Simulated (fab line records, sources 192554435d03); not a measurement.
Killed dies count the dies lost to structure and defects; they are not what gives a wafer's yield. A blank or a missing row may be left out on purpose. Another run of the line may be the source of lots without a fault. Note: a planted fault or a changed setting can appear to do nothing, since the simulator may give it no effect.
Chamber matching | flow n5_finfet | N5_SDB_DESCUM_16 on rie_diel-03 has 4 sister chambers
The step chemistry O2, time 7.9 s. 7 wafers are shown with their chamber, then 8 later ones without.

## WAFERS WITH THEIR CHAMBER
wafer  | chamber | drypump_motor_current_A (A) | throttle_valve_pct (%)
L090.1 | 2       | 4.94                        | 20.48
L090.2 | 1       | 5.85                        | 20.66
L090.4 | 0       | 5.81                        | 19.81
L091.2 | 2       | 4.92                        | 20.48
L091.4 | 1       | 5.84                        | 20.66
L091.5 | 3       | 5.44                        | 20.61
L092.1 | 3       | 5.41                        | 20.59

## WAFERS WHOSE CHAMBER IS MISSING
wafer  | drypump_motor_current_A (A) | throttle_valve_pct (%)
L092.2 | 4.94                        | 20.47
L092.3 | 5.85                        | 20.68
L093.1 | 5.86                        | 20.67
L093.2 | 5.43                        | 20.62
L093.4 | 5.83                        | 19.85
L095.3 | 5.83                        | 19.84
L095.4 | 5.44                        | 20.61
L095.5 | 5.82                        | 19.83

## WHICH CHAMBER EACH WENT THROUGH
wafer  | from the rows above | in truth
L092.2 | 2                   | 2
L092.3 | 1                   | 1
L093.1 | 1                   | 1
L093.2 | 3                   | 3
L093.4 | 0                   | 0
L095.3 | 0                   | 0
L095.4 | 3                   | 3
L095.5 | 0                   | 0
Correctly placed: 8 of 8. From these rows, 0 cannot be placed. 0 placed wrongly.
How it was worked out, from the rows above alone: a wafer's distance from a chamber is the root of the sum, over the readings, of the square of ((its reading less the chamber's mean) divided by the reading's scatter). The wafer belongs to the nearest chamber; if the next one is less than 2 further off, it can't be placed. The mean given for a chamber averages the wafers shown for that chamber. The scatter: take each reading less its chamber's mean, square it, sum over the shown wafers, divide by the number of wafers less the number of chambers, and take the root.
